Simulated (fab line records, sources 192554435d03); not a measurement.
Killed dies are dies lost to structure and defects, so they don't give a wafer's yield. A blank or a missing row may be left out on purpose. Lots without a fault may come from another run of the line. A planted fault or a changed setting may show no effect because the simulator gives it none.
Chamber matching | flow n5_finfet | N5_HKMG_FIN_STRIP_90 on rie_diel-05: 4 sister chambers
The step strips SOC in N2/H2, time 20 s. 16 wafers are shown with their chamber, then 8 later ones without.

WAFERS WITH THEIR CHAMBER
wafer  | chamber | drypump_motor_current_A (A) | throttle_valve_pct (%) | oes_product_au (a.u.)
L077.2 | 0       | 5.1                         | 19.6                   | 0.70
L077.3 | 3       | 5.9                         | 19.0                   | 0.68
L077.4 | 1       | 5.7                         | 18.6                   | 0.78
L083.1 | 1       | 5.7                         | 18.6                   | 0.76
L083.4 | 3       | 5.9                         | 19.0                   | 0.67
L083.5 | 2       | 5.8                         | 18.1                   | 0.95
L088.2 | 3       | 6.0                         | 19.0                   | 0.66
L088.5 | 1       | 5.7                         | 18.7                   | 0.74
L088.6 | 2       | 5.8                         | 18.1                   | 0.93
L091.1 | 2       | 5.8                         | 18.1                   | 0.91
L091.2 | 3       | 5.9                         | 19.0                   | 0.65
L091.3 | 1       | 5.7                         | 18.7                   | 0.74
L091.4 | 0       | 5.1                         | 19.2                   | 0.90
L091.5 | 2       | 5.8                         | 18.1                   | 0.93
L091.6 | 1       | 5.7                         | 18.7                   | 0.74
L092.2 | 2       | 5.8                         | 18.1                   | 0.91

SIGNATURES (means of the wafers above)
reading                 | chamber 0 | chamber 1 | chamber 2 | chamber 3 | scatter within a chamber
drypump_motor_current_A | 5.100     | 5.700     | 5.800     | 5.925     | 0.025
throttle_valve_pct      | 19.400    | 18.660    | 18.100    | 19.000    | 0.0876
oes_product_au          | 0.8000    | 0.7520    | 0.9260    | 0.6650    | 0.0437
Rule: a wafer's distance from a chamber is the root of the sum, over the readings, of the square of ((its reading less the chamber's mean) divided by the reading's scatter). The wafer belongs to the nearest chamber; if the next one is less than 2 further off, it can't be placed. The scatter: the root of (the sum of the squares of (reading less its chamber's mean) over the shown wafers, divided by (wafers less chambers)).

WAFERS WITHOUT THEIR CHAMBER
wafer  | drypump_motor_current_A (A) | throttle_valve_pct (%) | oes_product_au (a.u.)
L092.4 | 5.9                         | 19.1                   | 0.66
L092.5 | 5.9                         | 19.1                   | 0.66
L095.2 | 5.7                         | 18.7                   | 0.74
L095.4 | 5.8                         | 18.1                   | 0.90
L095.5 | 5.7                         | 18.7                   | 0.73
L097.3 | 5.8                         | 18.1                   | 0.90
L097.4 | 5.1                         | 19.2                   | 0.89
L097.6 | 5.8                         | 18.1                   | 0.89

WHICH CHAMBER EACH WENT THROUGH
wafer  | from the rows above | in truth
L092.4 | 3                   | 3
L092.5 | 3                   | 3
L095.2 | 1                   | 1
L095.4 | 2                   | 2
L095.5 | 1                   | 1
L097.3 | 2                   | 2
L097.4 | 0                   | 0
L097.6 | 2                   | 2
Placed correctly: 8 of 8. Can't be placed from these rows: 0. Placed wrongly: 0.
